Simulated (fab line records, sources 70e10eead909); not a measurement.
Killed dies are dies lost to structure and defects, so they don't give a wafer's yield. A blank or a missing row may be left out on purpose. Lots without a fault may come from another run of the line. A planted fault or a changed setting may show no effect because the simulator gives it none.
Chamber matching | flow nand_harc | NHARC_A_SLIT_ETCH_24 on rie_diel-07: 4 sister chambers
The step etches the open film in CF4/CHF3, target depth 121 nm, time 60.5 s. 14 wafers are shown with their chamber, then 7 later ones without.

WAFERS WITH THEIR CHAMBER
wafer  | chamber | drypump_motor_current_A (A) | rf_vpp_V (V) | chf3_flow_sccm (sccm)
L076.2 | 1       | 6.3                         | 368.7        | 29.99
L076.5 | 2       | 5.1                         | 373.0        | 30.18
L076.6 | 1       | 6.3                         | 370.8        | 29.88
L075.2 | 1       | 6.3                         | 367.1        | 29.96
L075.5 | 1       | 6.3                         | 368.5        | 29.98
L075.6 | 2       | 5.1                         | 373.3        | 29.95
L078.3 | 2       | 5.0                         | 372.4        | 30.04
L078.4 | 0       | 5.2                         | 368.2        | 30.01
L078.6 | 0       | 5.3                         | 368.6        | 29.91
L087.1 | 2       | 5.0                         | 372.9        | 30.01
L087.4 | 1       | 6.3                         | 368.9        | 29.84
L087.6 | 3       | 6.5                         | 368.0        | 30.24
L089.1 | 0       | 5.2                         | 367.7        | 30.06
L089.3 | 1       | 6.3                         | 367.9        | 29.82

SIGNATURES (means of the wafers above)
reading                 | chamber 0 | chamber 1 | chamber 2 | chamber 3 | scatter within a chamber
drypump_motor_current_A | 5.233     | 6.300     | 5.050     | 6.500     | 0.0408
rf_vpp_V                | 368.167   | 368.650   | 372.900   | 368.000   | 0.922
chf3_flow_sccm          | 29.9933   | 29.9117   | 30.0450   | 30.2400   | 0.0824
Rule: a wafer's distance from a chamber is the root of the sum, over the readings, of the square of ((its reading less the chamber's mean) divided by the reading's scatter). The wafer belongs to the nearest chamber; if the next one is less than 2 further off, it can't be placed. The scatter: the root of (the sum of the squares of (reading less its chamber's mean) over the shown wafers, divided by (wafers less chambers)).

WAFERS WITHOUT THEIR CHAMBER
wafer  | drypump_motor_current_A (A) | rf_vpp_V (V) | chf3_flow_sccm (sccm)
L089.6 | 5.2                         | 366.7        | 30.10
L091.1 | 5.2                         | 366.3        | 30.10
L091.2 | 5.0                         | 372.2        | 30.07
L091.3 | 6.5                         | 368.4        | 30.14
L097.1 | 6.5                         | 366.4        | 30.03
L097.2 | 6.3                         | 368.4        | 30.10
L097.5 | 6.5                         | 369.6        | 30.10

WHICH CHAMBER EACH WENT THROUGH
wafer  | from the rows above | in truth
L089.6 | 0                   | 0
L091.1 | 0                   | 0
L091.2 | 2                   | 2
L091.3 | 3                   | 3
L097.1 | 3                   | 3
L097.2 | 1                   | 1
L097.5 | 3                   | 3
Placed correctly: 7 of 7. Can't be placed from these rows: 0. Placed wrongly: 0.
